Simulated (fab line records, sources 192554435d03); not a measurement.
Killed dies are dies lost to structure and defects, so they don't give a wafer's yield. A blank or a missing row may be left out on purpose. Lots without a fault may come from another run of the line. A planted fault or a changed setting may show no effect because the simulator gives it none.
fab line records | flow n5_finfet
record lots=6 wafers=18 last_day=17
route steps=1938 shown BEOL_M1@829 BEOL_M2@841 BEOL_M4@1111
lots that met no fault: from a run of the same line without faults
start_h: hours from the record's first day to the start of the lot's first wafer shown | wait_h: hours since the lot's step before | " the same as in the row above | L1.1+2: a row that stands for several wafers | - no value, or no start given | * or withheld: withheld | < > ~ a bound
route shown NAME@n: a module of which the file shows steps, and the number in the route of the first | usual: mean/standard deviation of fault-free wafers | same: alike in all rows | chamber/n: place in a boat | sites: the reading at each site | _std_site: their standard deviation | _edge_site: outer sites' mean less inner sites' | radius_mm: how far each site lies from the wafer's centre | mask NAME#n: copy n | behind: the tool/chamber that last shaped the wafer | hold: why the lot was held/for how many hours/how that ended | device: the transistor (n, p or np) that didn't switch | end of line: the same wafers' tests at the end of the route | a step without rows: its recipe alone | killed: dies lost to structure and defects at the first sort, not the wafer's yield | map: a wafer's dies, x killed, . not, _ none there
set.NAME: the setting as run; set.NAME@STEP: as run at that earlier step | model.NAME: the simulator's own value behind a step, which no gauge read
lots at some steps of the route; a table a step, a row a wafer
services: from which hour (start_h, from the record's first day; less than 0 if before it) a tool's chamber was out of use, for how many hours, and why
## steps
# step N5_BEOL_M1_ANNEAL_95
# recipe temp_c=400 time_s=240 ambient=vacuum
# step N5_BEOL_M1_SPUTTER_96
# recipe material=Cu target_thk_a=45 temp_c=-20 chamber_pressure_pa=0.07 power_w=withheld time_s=8.29
# step N5_BEOL_M1_ECD_50
# recipe material=Cu target_thk_a=3000
# step N5_BEOL_M1_ANNEAL_51
# recipe temp_c=225 time_s=90 ambient=N2
# usual anneal_temp_c=225.02/0.17 wafer_temp_C_max=226.36/0.28
# same time_s=90
# columns lot.wafer tool chamber start_h wait_h anneal_temp_c wafer_temp_C_max
L529.2 rtp_anneal-01 0 144.02 0.1 225.12 226.97
L529.3 " 0 " " 224.97 226.92
L529.6 " 0 " " 225.05 226.40
L533.2 rtp_anneal-02 0 159.37 0.1 225.38 226.63
L533.3 " 0 " " 225.13 226.75
L533.6 " 0 " " 225.11 226.10
L540.1 rtp_anneal-01 0 205.97 0.1 224.88 226.51
L540.4 " 0 " " 224.80 226.18
L540.5 " 0 " " 224.96 226.56
L542.1 rtp_anneal-01 0 212.89 0.1 225.08 226.59
L542.2 " 0 " " 225.28 226.48
L542.3 " 0 " " 225.18 226.29
L549.1 rtp_anneal-01 0 253.65 0.1 224.72 226.29
L549.3 " 0 " " 224.85 226.40
L549.4 " 0 " " 224.89 226.48
L551.1 rtp_anneal-01 0 269.63 0.1 225.24 225.69
L551.2 " 0 " " 225.00 226.12
L551.6 " 0 " " 224.97 226.19
# step N5_BEOL_M1_CMP_52
# recipe stop_on=SiOC t_overpolish_s=6.8 down_force_psi=1 platen_rpm=50 clearing_platen_down_force_psi=1.5 clearing_platen_rpm=50 post_cmp_clean=cu_alkaline target_thk_nm=40 clearing_platen_pad_velocity_m_s=0.99484 pad_velocity_m_s=0.99484
# step N5_BEOL_M1_THK_MEAS_53
# recipe thk_meas_gauge=xrf reads=Cu_of_BEOL_M1_ECD_50
# usual M1_THK=40.7/1.7
# columns lot.wafer tool chamber start_h wait_h M1_THK[nm]
L529.2 film_metro-02 - 144.57 - 42.3
L529.3 " - " " 39.7
L529.6 " - " " 40.2
L533.2 film_metro-01 - 159.91 - 40.4
L533.3 " - " " 38.9
L533.6 " - " " 39.6
L540.1 film_metro-01 - 206.61 - 42.3
L540.4 " - " " 41.1
L540.5 " - " " 42.0
L542.1 film_metro-01 - 213.48 - 40.1
L542.2 " - " " 37.3
L542.3 " - " " 40.6
L549.1 film_metro-02 - 254.24 - 39.6
L549.3 " - " " 42.0
L549.4 " - " " 42.3
L551.1 film_metro-02 - 270.22 - 38.8
L551.2 " - " " 40.6
L551.6 " - " " 42.6
# step N5_BEOL_M1_PRE_CLEAN_60
# recipe gas=NH3/H2 time_s=15 temp_c=* rf_power_w=300
# usual heater_power_w=81/26
# same time_s=15
# columns lot.wafer tool chamber start_h wait_h heater_power_w
L529.2 cvd_co-01 1 144.65 0.1 89
L529.3 " 0 " " 78
L529.6 " 2 " " 99
L533.2 cvd_co-02 1 159.95 0.0 42
L533.3 " 0 " " 114
L533.6 " 2 " " 49
L540.1 cvd_co-01 1 206.65 0.0 90
L540.4 " 0 " " 74
L540.5 " 1 " " 89
L542.1 cvd_co-02 2 213.52 0.0 49
L542.2 " 1 " " 43
L542.3 " 0 " " 116
L549.1 cvd_co-01 2 254.28 0.0 97
L549.3 " 1 " " 90
L549.4 " 2 " " 103
L551.1 cvd_co-01 2 270.26 0.0 102
L551.2 " 0 " " 78
L551.6 " 2 " " 102
# step N5_BEOL_M1_CO_CAP_55
# recipe material=Co target_thk_a=20 temp_c=200 precursor=CCTBA/H2 pressure_torr=30 time_s=102.1
# usual heater_power_w=231/33
# same time_s=102.1
# columns lot.wafer tool chamber start_h wait_h heater_power_w
L529.2 cvd_co-01 1 144.69 0.0 245
L529.3 " 0 " " 222
L529.6 " 2 " " 257
L533.2 cvd_co-02 1 159.99 0.0 184
L533.3 " 0 " " 278
L533.6 " 2 " " 192
L540.1 cvd_co-01 1 206.69 0.0 240
L540.4 " 0 " " 229
L540.5 " 1 " " 243
L542.1 cvd_co-02 2 213.56 0.0 195
L542.2 " 1 " " 186
L542.3 " 0 " " 272
L549.1 cvd_co-01 2 254.32 0.0 256
L549.3 " 1 " " 244
L549.4 " 2 " " 255
L551.1 cvd_co-01 2 270.30 0.0 256
L551.2 " 0 " " 225
L551.6 " 2 " " 262
# step N5_BEOL_M1_PRE_CLEAN_56
# recipe gas=NH3 time_s=15 temp_c=withheld rf_power_w=300
# step N5_BEOL_M1_DEP_57
# recipe material=SiCN target_thk_a=80 temp_c=withheld precursor=3MS/NH3 pressure_torr=3 rf_w=202 time_s=14
# step N5_BEOL_M1_RS_MEAS_58
# recipe thk_meas_gauge=four-point-probe reads=Co_of_BEOL_M1_CO_CAP_55+Cu_of_BEOL_M1_ECD_50+Co_of_BEOL_M1_CVD_47+TaN_of_BEOL_M1_ALD_84
# usual M1_RS=0.66/0.035
# columns lot.wafer tool chamber start_h wait_h M1_RS[ohm/sq]
L529.2 film_metro-02 - 144.87 0.1 0.63
L529.3 " - " " 0.68
L529.6 " - " " 0.67
L533.2 film_metro-01 - 160.18 0.1 0.67
L533.3 " - " " 0.70
L533.6 " - " " 0.69
L540.1 film_metro-02 - 206.87 0.0 0.64
L540.4 " - " " 0.66
L540.5 " - " " 0.64
L542.1 film_metro-01 - 213.77 0.1 0.66
L542.2 " - " " 0.73
L542.3 " - " " 0.65
L549.1 film_metro-02 - 254.50 0.0 0.68
L549.3 " - " " 0.63
L549.4 " - " " 0.62
L551.1 film_metro-01 - 270.48 0.0 0.70
L551.2 " - " " 0.66
L551.6 " - " " 0.62
# step N5_BEOL_M1_INSPECT_59
# recipe inspect_instrument=darkfield mode=post_dep
# usual raw_defect_count=75/23
# columns lot.wafer tool chamber start_h wait_h raw_defect_count
L529.2 defect_inspect-02 - 144.90 0.0 66
L529.3 " - " " 55
L529.6 " - " " 77
L533.2 defect_inspect-01 - 160.20 0.0 110
L533.3 " - " " 79
L533.6 " - " " 137
L540.1 defect_inspect-02 - 206.90 0.0 69
L540.4 " - " " 68
L540.5 " - " " 78
L542.1 defect_inspect-01 - 213.79 0.0 69
L542.2 " - " " 64
L542.3 " - " " 71
L549.1 defect_inspect-02 - 254.53 0.0 59
L549.3 " - " " 44
L549.4 " - " " 73
L551.1 defect_inspect-01 - 270.51 0.0 69
L551.2 " - " " 55
L551.6 " - " " 68
# step N5_BEOL_M2_ILD_DEP_00
# recipe material=SiOC target_thk_a=790 temp_c=350 precursor=DEMS/O2 pressure_torr=5 rf_w=500 time_s=15.3
# usual heater_power_w=443/63 showerhead_plenum_p_Torr=5.694/0.022 throttle_valve_pct=12.0/1.2
# columns lot.wafer tool chamber start_h wait_h heater_power_w showerhead_plenum_p_Torr throttle_valve_pct model.SiOC_of_BEOL_M2_ILD_DEP_00.thk_nm
L529.2 pecvd-02 2 144.93 0.0 451 5.681 11.3 78.2
L529.3 " 0 " " 437 5.697 11.0 78.2
L529.6 " 2 " " 461 5.676 11.2 80.8
L533.2 pecvd-03 0 160.24 0.0 341 5.722 13.6 77.4
L533.3 " 2 " " 418 5.690 11.2 78.8
L533.6 " 0 " " 343 5.714 13.8 78.2
L540.1 pecvd-02 1 206.93 0.0 367 5.725 13.4 78.8
L540.4 " 0 " " 430 5.698 11.1 43.6
L540.5 " 1 " " 380 5.724 13.7 81.6
L542.1 pecvd-02 1 213.83 0.0 407 5.703 13.8 78.4
L542.2 " 0 " " 425 5.713 11.1 44.4
L542.3 " 2 " " 449 5.677 11.1 78.6
L549.1 pecvd-03 0 254.57 0.0 376 5.716 13.2 76.4
L549.3 " 2 " " 439 5.675 11.0 80.4
L549.4 " 0 " " 373 5.720 13.6 78.6
L551.1 pecvd-03 0 270.55 0.0 315 5.713 13.4 76.6
L551.2 " 2 " " 420 5.662 10.9 78.2
L551.6 " 1 " " 445 5.670 11.0 80.2
# step N5_BEOL_M2_THK_MEAS_01
# recipe reads=SiOC_of_BEOL_M2_ILD_DEP_00
# usual M2_ILD_THK=79.1/1.3
# columns lot.wafer tool chamber start_h wait_h M2_ILD_THK[nm]
L529.2 film_metro-01 - 145.00 0.1 78.2
L529.3 " - " " 78.2
L529.6 " - " " 80.7
L533.2 film_metro-01 - 160.31 0.1 77.3
L533.3 " - " " 78.9
L533.6 " - " " 78.1
L540.1 film_metro-02 - 207.00 0.0 78.7
L540.4 " - " " 43.7
L540.5 " - " " 81.6
L542.1 film_metro-01 - 213.90 0.0 78.5
L542.2 " - " " 44.4
L542.3 " - " " 78.6
L549.1 film_metro-01 - 254.65 0.1 76.3
L549.3 " - " " 80.4
L549.4 " - " " 78.6
L551.1 film_metro-01 - 270.61 0.0 76.6
L551.2 " - " " 78.2
L551.6 " - " " 80.1
# step N5_BEOL_M2_PECVD_72
# recipe material=SiO2 target_thk_a=160 temp_c=400 precursor=TEOS/O2 pressure_torr=5.5 rf_w=450 teos_flow_sccm=53.8 gas=O2 flow_sccm=3000 time_s=18
# step N5_BEOL_M2_HM_DEP_02
# recipe material=TiN target_thk_a=200 temp_c=25 chamber_pressure_pa=0.49996
# step N5_BEOL_M2_COAT_61
# recipe resist=SOC temp_c=250 time_s=60 spin_rpm=1500 resist_thk_nm=60
# step N5_BEOL_M2_COAT_62
# recipe resist=SiARC temp_c=220 time_s=60 spin_rpm=1500 resist_thk_nm=12
# step N5_BEOL_M2_COAT_73
# recipe resist=underlayer temp_c=205 time_s=60 spin_rpm=1500 resist_thk_nm=5
# step N5_BEOL_M2_COAT_05
# recipe resist=CAR-EUV spin_rpm=1500 resist_thk_nm=30
# step N5_BEOL_M2_EBR_07
# recipe solvent=PGMEA ebr_width_mm=1.5
# step N5_BEOL_M2_SOFTBAKE_06
# recipe temp_c=110 time_s=60 resist=CAR-EUV
# step N5_BEOL_M2_EXPOSE_08
# recipe mask_id=M2 na=0.33 source_shape=dipole sigma_inner=0.369 sigma_outer=0.767 polarization=unpolarized dose_mj=41.25
# step N5_BEOL_M2_PEB_09
# recipe peb_temp_c=100 peb_time_s=60 resist=CAR-EUV
# step N5_BEOL_M2_DEVELOP_10
# recipe develop_time_s=30 developer=TMAH resist=CAR-EUV rinse_liquid=surfactant_rinse dry=air_spin dev_temp_c=23
# step N5_BEOL_M2_CD_MEAS_11
# recipe target_cd_nm=16.79 landing_energy_ev=500 detector=se_inlens polarity=opening
# usual cd_nm=16.73/0.22
# columns lot.wafer tool chamber start_h wait_h cd_nm
L529.2 cd_sem-01 0 148.24 - 17.04
L529.3 " 0 " " 17.19
L529.6 " 0 " " 16.86
L533.2 cd_sem-02 0 161.11 - 17.08
L533.3 " 0 " " 16.81
L533.6 " 0 " " 16.89
L540.1 cd_sem-03 0 209.97 - 16.82
L540.4 " 0 " " 16.63
L540.5 " 0 " " 16.84
L542.1 cd_sem-02 0 215.05 - 16.92
L542.2 " 0 " " 16.61
L542.3 " 0 " " 16.71
L549.1 cd_sem-02 0 257.29 - 16.83
L549.3 " 0 " " 16.75
L549.4 " 0 " " 16.91
L551.1 cd_sem-01 0 271.55 - 16.76
L551.2 " 0 " " 16.52
L551.6 " 0 " " 16.73
# step N5_BEOL_M2_OVL_MEAS_12
# recipe points_per_wafer=522
# usual M2_OVL=-0.2/0.7
# columns lot.wafer tool chamber start_h wait_h M2_OVL[nm]
L529.2 overlay-01 0 148.28 0.0 -1.4
L529.3 " 0 " " 0.3
L529.6 " 0 " " -2.2
L533.2 overlay-01 0 161.14 0.0 0.0
L533.3 " 0 " " 0.5
L533.6 " 0 " " -1.4
L540.1 overlay-02 0 210.00 0.0 -1.2
L540.4 " 0 " " -0.6
L540.5 " 0 " " -0.8
L542.1 overlay-01 0 215.08 0.0 -0.6
L542.2 " 0 " " -0.1
L542.3 " 0 " " -0.8
L549.1 overlay-02 0 257.32 0.0 0.8
L549.3 " 0 " " 0.3
L549.4 " 0 " " -0.6
L551.1 overlay-01 0 271.58 0.0 0.6
L551.2 " 0 " " 1.5
L551.6 " 0 " " 0.6
# step N5_BEOL_M2_INSPECT_13
# recipe mode=adi inspect_instrument=brightfield
# usual raw_defect_count=447/89
# columns lot.wafer tool chamber start_h wait_h raw_defect_count
L529.2 defect_inspect-02 - 148.33 0.0 503
L529.3 " - " " 325
L529.6 " - " " 528
L533.2 defect_inspect-02 - 161.19 0.0 450
L533.3 " - " " 580
L533.6 " - " " 717
L540.1 defect_inspect-01 - 210.06 0.1 466
L540.4 " - " " 482
L540.5 " - " " 529
L542.1 defect_inspect-01 - 215.14 0.1 516
L542.2 " - " " 556
L542.3 " - " " 502
L549.1 defect_inspect-01 - 257.38 0.1 484
L549.3 " - " " 557
L549.4 " - " " 420
L551.1 defect_inspect-01 - 271.64 0.1 356
L551.2 " - " " 435
L551.6 " - " " 416
# step N5_BEOL_M2_DESCUM_16
# recipe chemistry=O2 time_s=7 source_power_w=50 bias_power_w=20 pressure_mtorr=20 rf_frequency_hz=2.712e+07 temp_c=40 resist=CAR-EUV o2_flow_sccm=225
# step N5_BEOL_M2_ETCH_74
# recipe chemistry=N2/H2 target=underlayer target_depth_a=65 mask_material=CAR-EUV time_s=5.2 ion_energy_ev=200 pressure_mtorr=30 source_w=840 bias_w=150 n2_flow_sccm=200 h2_flow_sccm=200 ends=cleared
# step N5_BEOL_M2_ETCH_63
# recipe chemistry=CF4 target=SiARC target_depth_a=156 mask_material=CAR-EUV time_s=26 ion_energy_ev=80 pressure_mtorr=40 source_w=545 bias_w=36 Ar_flow_sccm=100 cf4_flow_sccm=100 ends=cleared
# usual drypump_motor_current_A=5.6/0.41 etch_rf_on_time_s=26.1/0.77 oes_product_au=0.66/0.069 rf_vpp_V=183.7/1.2 showerhead_plenum_p_Torr=2.11/0.048 throttle_valve_pct=15.65/0.15
# columns lot.wafer tool chamber start_h wait_h drypump_motor_current_A etch_rf_on_time_s oes_product_au rf_hours_counter_h rf_vpp_V showerhead_plenum_p_Torr throttle_valve_pct
L529.2 rie_diel-04 0 148.45 0.0 6.1 25.9 0.62 201 185.5 2.19 15.59
L529.3 " 2 " " 6.0 26.0 0.61 197 184.4 2.11 15.63
L529.6 " 0 " " 6.1 26.1 0.62 - 185.1 2.19 15.60
L533.2 rie_diel-02 1 161.28 0.0 5.7 26.0 0.61 193 183.3 2.04 15.48
L533.3 " 2 " " 4.8 26.6 0.63 172 185.1 2.19 15.45
L533.6 " 2 " " 4.8 26.6 0.63 - 185.4 2.19 15.44
L540.1 rie_diel-06 3 210.14 0.0 5.5 26.1 0.71 75 184.0 2.10 15.57
L540.4 " 1 " " 6.2 26.3 0.75 52 184.0 2.09 15.76
L540.5 " 3 " " 5.5 26.2 0.72 - 183.4 2.10 15.57
L542.1 rie_diel-06 3 215.22 0.0 5.5 26.3 0.71 76 184.6 2.10 15.58
L542.2 " 1 " " 6.1 26.3 0.75 53 184.0 2.09 15.77
L542.3 " 0 " " 5.7 24.8 0.82 8 183.6 2.09 15.25
L549.1 rie_diel-02 1 257.72 0.0 5.7 26.2 0.59 229 181.7 2.03 15.57
L549.3 " 2 " " 4.8 26.6 0.62 209 184.6 2.17 15.51
L549.4 " 3 " " 5.2 24.9 0.72 - 183.8 2.09 15.76
L551.1 rie_diel-06 1 271.73 0.0 6.2 26.5 0.73 73 185.1 2.08 15.79
L551.2 " 3 " " 5.5 26.4 0.69 100 182.1 2.09 15.61
L551.6 " 2 " " 5.5 27.8 0.60 - 182.7 2.11 15.90
# step N5_BEOL_M2_ETCH_64
# recipe chemistry=N2/H2 target=SOC target_depth_a=750 overetch_a=225 mask_material=SiARC temp_c=40 time_s=121.9 ion_energy_ev=200 pressure_mtorr=30 source_w=840 bias_w=150 n2_flow_sccm=200 h2_flow_sccm=200
# usual drypump_motor_current_A=5.6/0.41 oes_product_au=0.59/0.056 rf_vpp_V=522.9/2.2 showerhead_plenum_p_Torr=2.51/0.076 throttle_valve_pct=17.87/0.26
# same time_s=121.9
# columns lot.wafer tool chamber start_h wait_h drypump_motor_current_A oes_product_au rf_hours_counter_h rf_vpp_V showerhead_plenum_p_Torr throttle_valve_pct
L529.2 rie_diel-04 0 148.47 0.0 6.1 0.55 201 526.5 2.64 17.88
L529.3 " 2 " " 6.0 0.54 197 524.6 2.50 17.64
L529.6 " 0 " " 6.1 0.55 - 526.5 2.64 17.88
L533.2 rie_diel-02 1 161.31 0.0 5.7 0.54 193 520.0 2.41 17.58
L533.3 " 2 " " 4.8 0.58 172 527.2 2.65 17.80
L533.6 " 2 " " 4.8 0.57 - 527.1 2.65 17.80
L540.1 rie_diel-06 3 210.17 0.0 5.5 0.64 75 521.1 2.47 17.74
L540.4 " 1 " " 6.2 0.66 52 520.2 2.48 17.97
L540.5 " 3 " " 5.5 0.64 - 520.9 2.47 17.69
L542.1 rie_diel-06 3 215.25 0.0 5.5 0.64 76 520.8 2.47 17.72
L542.2 " 1 " " 6.2 0.67 53 521.6 2.48 17.98
L542.3 " 0 " " 5.7 0.71 8 522.1 2.51 17.62
L549.1 rie_diel-02 1 257.75 0.0 5.7 0.52 229 521.0 2.40 17.65
L549.3 " 2 " " 4.8 0.55 209 524.9 2.63 17.88
L549.4 " 3 " " 5.2 0.62 - 522.6 2.49 18.13
L551.1 rie_diel-06 1 271.76 0.0 6.2 0.64 73 521.7 2.47 18.03
L551.2 " 3 " " 5.5 0.62 100 521.0 2.46 17.76
L551.6 " 2 " " 5.5 0.55 - 521.1 2.55 18.36
# step N5_BEOL_M2_STRIP_65
# recipe chemistry=N2/H2 temp_c=40 n2_flow_sccm=200 h2_flow_sccm=200 rf_frequency_hz=6e+07
# step N5_BEOL_M2_STRIP_75
# recipe chemistry=N2/H2 temp_c=40 n2_flow_sccm=200 h2_flow_sccm=200 rf_frequency_hz=6e+07
# step N5_BEOL_M2_STRIP_66
# recipe chemistry=CF4 resist=SiARC power_w=300 bias_power_w=75 pressure_mtorr=50 cf4_flow_sccm=150 rf_frequency_hz=6e+07
# step N5_BEOL_M2_HM_OPEN_17
# recipe chemistry=Cl2/BCl3 target_depth_a=200 overetch_a=60 target=TiN mask_material=SOC ion_energy_ev=150 pressure_mtorr=10 icp_w=1000 bias_w=126 Cl2_flow_sccm=53.25 bcl3_flow_sccm=21.75 Ar_flow_sccm=25
# step N5_BEOL_M2_STRIP_19
# recipe chemistry=O2 power_w=400 temp_c=40 pressure_mtorr=30 rf_frequency_hz=6e+07 bias_power_w=0 overash_fraction=0.2 o2_flow_sccm=225
# step N5_BEOL_M2_CD_MEAS_18
# recipe pitch_nm=36 target_cd_nm=18
# usual cd_nm=18.1/0.41
# columns lot.wafer tool chamber start_h wait_h cd_nm
L529.2 cd_sem-02 - 148.83 0.1 19.0
L529.3 " - " " 18.8
L529.6 " - " " 18.4
L533.2 cd_sem-01 - 161.66 0.1 17.8
L533.3 " - " " 18.6
L533.6 " - " " 18.3
L540.1 cd_sem-02 - 210.53 0.0 18.2
L540.4 " - " " 18.3
L540.5 " - " " 18.3
L542.1 cd_sem-02 - 215.60 0.0 18.4
L542.2 " - " " 18.0
L542.3 " - " " 18.5
L549.1 cd_sem-01 - 258.27 0.0 17.7
L549.3 " - " " 18.4
L549.4 " - " " 18.4
L551.1 cd_sem-02 - 272.11 0.0 17.6
L551.2 " - " " 18.1
L551.6 " - " " 18.0
# step N5_BEOL_M2_COAT_67
# recipe resist=SOC temp_c=250 time_s=60 spin_rpm=1500 resist_thk_nm=60
# step N5_BEOL_M2_COAT_68
# recipe resist=SiARC temp_c=220 time_s=60 spin_rpm=1500 resist_thk_nm=12
# step N5_BEOL_M2_COAT_76
# recipe resist=underlayer temp_c=205 time_s=60 spin_rpm=1500 resist_thk_nm=5
# step N5_BEOL_M2_COAT_22
# recipe resist=CAR-EUV spin_rpm=1500 resist_thk_nm=30
# step N5_BEOL_M2_CMP_52
# recipe stop_on=SiOC t_overpolish_s=6.8 down_force_psi=1 platen_rpm=50 clearing_platen_down_force_psi=1.5 clearing_platen_rpm=50 post_cmp_clean=cu_alkaline target_thk_nm=40 clearing_platen_pad_velocity_m_s=0.99484 pad_velocity_m_s=0.99484
# usual clearing_platen_rpm=50.000/0.026 motor_current_A=6.2/0.33
# columns lot.wafer tool chamber start_h wait_h clearing_platen_rpm motor_current_A model.SiOC_of_BEOL_M2_ILD_DEP_00.thk_nm
L529.2 cmp-03 3 156.67 0.3 50.016 6.3 75.2
L529.3 " 0 " " 49.961 6.0 75.2
L529.6 " 1 " " 50.033 6.4 77.8
L533.2 cmp-03 2 173.60 0.2 50.002 6.4 74.4
L533.3 " 0 " " 49.979 5.9 75.8
L533.6 " 1 " " 50.010 6.7 75.2
L540.1 cmp-03 2 216.98 0.3 49.976 6.2 75.8
L540.4 " 3 " " 50.005 6.2 40.6
L540.5 " 2 " " 49.948 6.2 78.6
L542.2 cmp-03 2 220.76 0.2 50.026 6.1 41.4
L542.1 " 3 " " 49.978 6.4 75.4
L542.3 " 1 " " 49.966 6.6 75.6
L549.4 cmp-02 3 263.83 0.1 50.014 5.8 75.6
L549.1 " 0 " " 50.043 6.7 73.4
L549.3 " 1 " " 49.999 6.4 77.4
L551.2 cmp-01 2 278.88 0.3 50.066 5.5 75.2
L551.1 " 3 " " 49.959 6.0 73.6
L551.6 " 1 " " 50.019 5.9 77.2
# step N5_BEOL_M4_RC_MEAS_101
# usual DIBL_N=37.3/2.3 DIBL_P=37.4/2.9 IOFF_N=0.18/0.045 IOFF_P=0.25/0.054 ION_N=679/15 ION_P=468/9.7 SS_N=71.8/0.62 SS_P=73.6/0.76 VT_N=248/4.1 VT_P=-248/3.6
# columns lot.wafer tool chamber start_h wait_h DIBL_N[mV/V] DIBL_P[mV/V] IOFF_N[nA/um] IOFF_P[nA/um] ION_N[uA/um] ION_P[uA/um] SS_N[mV/dec] SS_P[mV/dec] VT_N[mV] VT_P[mV]
L529.2 prober-01 0 182.72 0.2 35.3 35.3 0.13 0.23 666 466 71.9 73.4 255 -243
L529.3 " 0 " " 39.5 39.8 0.22 0.34 697 486 72.1 74.6 245 -240
L529.6 " 0 " " 38.5 39.0 0.19 0.30 684 468 72.4 74.3 248 -243
L533.2 prober-02 0 195.51 0.2 36.6 36.5 0.16 0.19 685 467 71.4 73.1 250 -252
L533.3 " 0 " " 36.4 37.9 0.15 0.21 662 459 71.6 74.0 253 -252
L533.6 " 0 " " 38.1 38.0 0.18 0.22 683 455 71.7 73.8 251 -253
L542.1 prober-01 0 241.89 0.0 39.3 41.0 0.21 0.29 693 479 72.9 74.2 247 -246
L542.3 " 0 " " 36.3 36.9 0.14 0.21 662 460 72.1 73.8 253 -251
L540.1 prober-02 0 242.43 0.0 41.0 42.5 0.25 0.39 697 482 72.4 74.5 244 -241
L540.5 " 0 " " 39.6 40.8 0.23 0.32 686 480 72.4 73.8 245 -240
L549.1 prober-02 0 295.73 0.0 36.8 36.7 0.16 0.20 677 458 71.4 73.5 249 -253
L549.3 " 0 " " 34.5 34.0 0.11 0.16 647 445 71.7 73.0 257 -256
L549.4 " 0 " " 37.9 37.0 0.18 0.20 688 465 72.3 72.4 247 -251
L551.1 prober-02 0 301.45 0.0 37.2 36.9 0.20 0.31 704 488 71.1 73.8 247 -243
L551.2 " 0 " " 34.1 32.9 0.12 0.21 657 469 71.4 73.2 256 -249
L551.6 " 0 " " 37.6 36.2 0.18 0.26 673 471 72.6 73.4 249 -246
## services
# columns tool chamber start_h hours kind
cmp-01 - 123.52 5.5 pm
cmp-02 - 127.19 4.0 pm
cvd_co-02 - 133.61 14.6 pm
rie_diel-06 2 148.52 29.0 repair
pecvd-02 - 156.71 0.9 repair
rie_diel-02 3 166.84 4.9 repair
pecvd-03 - 174.60 0.8 pm
rie_diel-02 - 177.25 2.8 pm
rie_diel-04 2 179.58 5.0 repair
pecvd-03 - 182.50 5.7 repair
cvd_co-01 - 195.01 0.2 repair
rie_diel-02 0 197.42 3.8 repair
pecvd-03 2 209.27 11.5 repair
pecvd-03 1 212.26 4.4 repair
cvd_co-02 0 214.70 22.8 repair
cmp-03 - 221.66 4.0 pm
cvd_co-02 2 232.10 17.3 repair
pecvd-03 1 244.59 14.5 repair
rie_diel-06 0 247.66 11.7 repair
cmp-03 - 248.75 2.2 repair
rtp_anneal-01 - 255.36 3.8 pm
cmp-03 - 265.83 7.2 pm
rie_diel-04 3 275.02 10.0 repair
cmp-03 - 278.20 0.8 repair
## key
first_sign step=N5_BEOL_M2_THK_MEAS_01 reading=M2_ILD_THK direction=down sigmas=27 usual=79.1 struck=44.0
effect none on later readings
model_effect step=N5_BEOL_M2_ILD_DEP_00 value=SiOC_of_BEOL_M2_ILD_DEP_00.thk_nm without=80.1 struck=44
model_effect step=N5_BEOL_M2_CMP_52 value=SiOC_of_BEOL_M2_ILD_DEP_00.thk_nm without=77.1 struck=41
met_at N5_BEOL_M2_ILD_DEP_00
struck_wafers L540.4,L542.2
later_rows_left_out L540.4,L542.2
sort_left_out L540.4,L542.2
onset_between 144.93 206.93
fault kind=process_parameter_drift tool=pecvd-02 chamber=0 onset_h=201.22 steps=N5_BEOL_M2_ILD_DEP_00 channel=time_s offset=* shape=step end_h=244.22 acts_in=* stated=*
# sort_left_out: the simulated sort isn't trusted on such a fault, so these wafers' sort isn't shown, and their yield isn't known
# later_rows_left_out: the simulator's readings of these wafers behind a module that went badly wrong aren't trusted and aren't shown, but for the sort
